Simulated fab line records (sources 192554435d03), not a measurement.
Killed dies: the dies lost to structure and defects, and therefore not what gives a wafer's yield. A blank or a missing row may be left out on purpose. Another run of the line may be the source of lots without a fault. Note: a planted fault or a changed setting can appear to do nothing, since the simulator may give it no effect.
Split-lot study	flow n5_finfet	route with 1938 steps; 7 lots, 21 wafers read

## SPLIT DETAILS
At N5_BEOL_M7_HM_DEP_02 (deposits TiN, target thk 20 nm), the setting target_thk_a was moved away from the recipe's 200 angstrom on 7 of the 21 wafers read, by -10.0% to -5.3%. All remaining wafers had this setting at the recipe value.

## FROM THE SPLIT TO THE READING: what the file shows between them, 8 steps
- N5_BEOL_M7_COAT_59: time 60 s, resist thk 100 nm
- N5_BEOL_M7_COAT_60: time 60 s, resist thk 35 nm
- N5_BEOL_M7_STRIP_68: strips in N2/H2
- N5_BEOL_M7_STRIP_67: strips in CF4
- N5_BEOL_M7_HM_OPEN_17: chemistry Cl2/BCl3, target TiN, target depth 20 nm, overetch 6 nm
- N5_BEOL_M7_STRIP_19: strips in O2
- N5_BEOL_M7_STRIP_76: strips in C4F6/O2
- N5_BEOL_M7_STRIP_36: strips in N2/H2

## THE READING
TiN_of_BEOL_M7_HM_DEP_02.thk_nm (the simulator's own value, which no gauge read), in nm, at N5_BEOL_M7_TRENCH_ETCH_37 (etches SiCOH lowk in C4F6/O2, target depth 93.478 nm, time 31.2 s). The file does not state a usual value for it. Across the 14 wafers here that went through the recipe, the average is 17.5 nm and the standard deviation 0.23 nm.

wafer	tool, chamber at the split	target_thk_a as run, angstrom	against the recipe	TiN_of_BEOL_M7_HM_DEP_02.thk_nm, nm	against lot-mates on the recipe
L079.2	pvd_sputter-01, -	179.9	-10.0%	14.8	-2.4
L079.3	pvd_sputter-01, -	200	recipe	17.2	-
L079.5	pvd_sputter-01, -	179.9	-10.0%	15.2	-2.0
L078.1	pvd_sputter-02, -	189.4	-5.3%	16.4	no lot-mate on the recipe
L078.6	pvd_sputter-02, -	189.4	-5.3%	16.4	no lot-mate on the recipe
L078.3	pvd_sputter-02, -	189.4	-5.3%	16.2	no lot-mate on the recipe
L082.2	pvd_sputter-03, -	200	recipe	17.4	-
L082.4	pvd_sputter-03, -	200	recipe	17.4	-
L082.3	pvd_sputter-03, -	183.1	-8.5%	16.2	-1.2
L091.1	pvd_sputter-03, -	200	recipe	17.6	-
L091.2	pvd_sputter-03, -	200	recipe	17.4	-
L091.6	pvd_sputter-03, -	200	recipe	17.4	-
L094.1	pvd_sputter-01, -	189.3	-5.3%	16.4	-1.1
L094.4	pvd_sputter-01, -	200	recipe	17.6	-
L094.5	pvd_sputter-01, -	200	recipe	17.4	-
L095.1	pvd_sputter-02, -	200	recipe	17.6	-
L095.2	pvd_sputter-02, -	200	recipe	17.4	-
L095.6	pvd_sputter-02, -	200	recipe	17.4	-
L097.2	pvd_sputter-02, -	200	recipe	18	-
L097.4	pvd_sputter-02, -	200	recipe	18	-
L097.5	pvd_sputter-02, -	200	recipe	17.8	-

FIT RESULTS
A straight line over all 21 wafers: TiN_of_BEOL_M7_HM_DEP_02.thk_nm changes by +0.228 nm for each +1% of target_thk_a; r = +0.96; the points scatter about the line by 0.26 nm.
The same after taking each lot's own level away (the mean of its wafers on the recipe; 18 wafers): +0.2 nm for each +1%; r = +0.98; scatter 0.18 nm.
On that fit, the largest move of target_thk_a shifts the reading by 2 nm.
From 17.20 to 17.93 nm: that is the span of the lots' own levels, equal to 3.2 times the standard deviation above.
So the lot-to-lot level changes the slope: the two fits differ.
Check: for one of the wafers moved furthest among these (-10.0%), held out of the fit, the line's prediction against its lot-mates is -1.81 nm. It came out at -2.4 nm against them.

## THE WHOLE CHAIN: every reading that the file lists as answering this split, in the file's order
step	what it does	reading	change (the file's fit)	r (the file's)
N5_BEOL_M7_HM_DEP_02	deposits TiN, target thk 20 nm	TiN_of_BEOL_M7_HM_DEP_02.thk_nm (the simulator's own value, which no gauge read)	+0.185 nm for each +1% of the setting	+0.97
N5_BEOL_M7_HM_OPEN_17	chemistry Cl2/BCl3, target TiN, target depth 20 nm, overetch 6 nm	etch.depth_nm (the simulator's own value, which no gauge read)	+0.182 nm for each +1% of the setting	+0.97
N5_BEOL_M7_TRENCH_ETCH_37	etches SiCOH lowk in C4F6/O2, target depth 93.478 nm, time 31.2 s	TiN_of_BEOL_M7_HM_DEP_02.thk_nm (the simulator's own value, which no gauge read)	+0.19 nm for each +1% of the setting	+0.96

## THE FILE'S OWN FIT
TiN_of_BEOL_M7_HM_DEP_02.thk_nm changes by +0.19 nm for each +1% of target_thk_a, r = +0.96.
